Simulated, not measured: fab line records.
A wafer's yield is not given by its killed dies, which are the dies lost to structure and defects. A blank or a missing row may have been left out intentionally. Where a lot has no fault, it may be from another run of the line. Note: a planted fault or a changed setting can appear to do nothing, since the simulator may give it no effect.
Struck lot and sound lot, side by side	flow nand harc	14 steps out of a route of 1302
Sound: wafers L567.1, L567.3, L567.4. Wafers struck: L584.1, L584.2, L584.5. The cause comes at the end.
For every step that has rows: the tool of each side, followed by ch and its chambers, followed by its first start. Under that, the readings that differ: sound wafers	struck wafers	difference of the means	sigmas: that difference in standard deviations of wafers without a fault.
alike: readings with means less than 2 such deviations apart, plus words and numbers identical on both sides. not compared: withheld readings, readings lacking a value on some wafer, bounds such as >300 that could conceal the same value, and numbers that have no deviation in the record and whose values overlap.
The two part at a step that has a row with sigmas, a row that says differs or no value, or rows on one side only. When numbers do not overlap yet have no deviation, they are printed without sigmas and do not part them. A reading missing from all wafers of one side parts the sides only when that side holds two or more wafers.

first, 7 steps without rows for these wafers: NHARC_A_BONDPAD_COAT_33 (time 65 s); NHARC_A_BONDPAD_COAT_03 (resist thk 600 nm); NHARC_A_BONDPAD_SOFTBAKE_04 (time 70 s); NHARC_A_BONDPAD_EBR_05; NHARC_A_BONDPAD_EXPOSE_06 (exposes mask A BPAD); NHARC_A_BONDPAD_PEB_07 (peb time 80 s); NHARC_A_BONDPAD_DEVELOP_08 (time 50 s).
NHARC_A_BONDPAD_CD_MEAS_09: the cd target is 500 nm.
  sound on cd sem-01 ch 0, day 23 05:38; struck on cd sem-02 ch 0, day 30 17:31
  alike: cd nm
NHARC_A_BONDPAD_OVL_MEAS_35:
  sound: overlay-01 at day 23 05:43; struck: overlay-01 at day 30 17:36
reading	sound	struck	difference	sigmas
overlay y nm (nm)	-10 -10 -10	4 4 4	+14	+2
  alike: overlay x nm
then, 1 step without rows for these wafers: NHARC_A_BONDPAD_HARDBAKE_10 (time 65 s).
NHARC_A_BONDPAD_DESCUM_11: chemistry O2, time 3 s.
  sound on rie diel-11 ch 0,1,2, day 23 05:50; struck on rie diel-11 ch 1,2, day 30 17:43
  alike: drypump motor current A, oes product au, rf vpp V, showerhead plenum p Torr, throttle valve pct
  not compared: rf hours counter h
NHARC_A_BONDPAD_ETCH_34: etches the open film in N2/H2, target depth 60 nm, overetch 18 nm, time 65.91 s.
  sound on rie diel-11 ch 1,2,3, day 23 05:56; struck on rie diel-11 ch 1,2,3, day 30 17:49
  alike: bias w, drypump motor current A, oes product au, rf fwd power W, rf vpp V, showerhead plenum p Torr, throttle valve pct
  not compared: rf hours counter h
NHARC_A_BONDPAD_ETCH_12: etches the open film in CHF3/O2, target depth 220 nm, time 110 s.
  sound on rie diel-11 ch 0,2,3, day 23 06:02; struck on rie diel-11 ch 0,1,2, day 30 17:54
reading	sound	struck	difference	sigmas
oes product au (a.u.)	0.914 0.914 0.922	0.712 0.690 0.710	-0.213	-9
rf fwd power W (W)	499.4 497.5 495.1	293.0 297.7 297.0	-201.4	-99 or more
  alike: bias w, chf3 flow sccm, drypump motor current A, rf vpp V, showerhead plenum p Torr, throttle valve pct
  not compared: rf hours counter h
NHARC_A_BONDPAD_CD_MEAS_13:
  sound: cd sem-01 at day 23 06:10; struck: cd sem-03 at day 30 18:02
  alike: cd nm

## WHERE THEY PART
First at NHARC_A_BONDPAD_OVL_MEAS_35; last, within this record, at NHARC_A_BONDPAD_ETCH_12. Later steps at which nothing parts them and some readings are alike: NHARC_A_BONDPAD_CD_MEAS_13.

WHY: what the simulator had put in
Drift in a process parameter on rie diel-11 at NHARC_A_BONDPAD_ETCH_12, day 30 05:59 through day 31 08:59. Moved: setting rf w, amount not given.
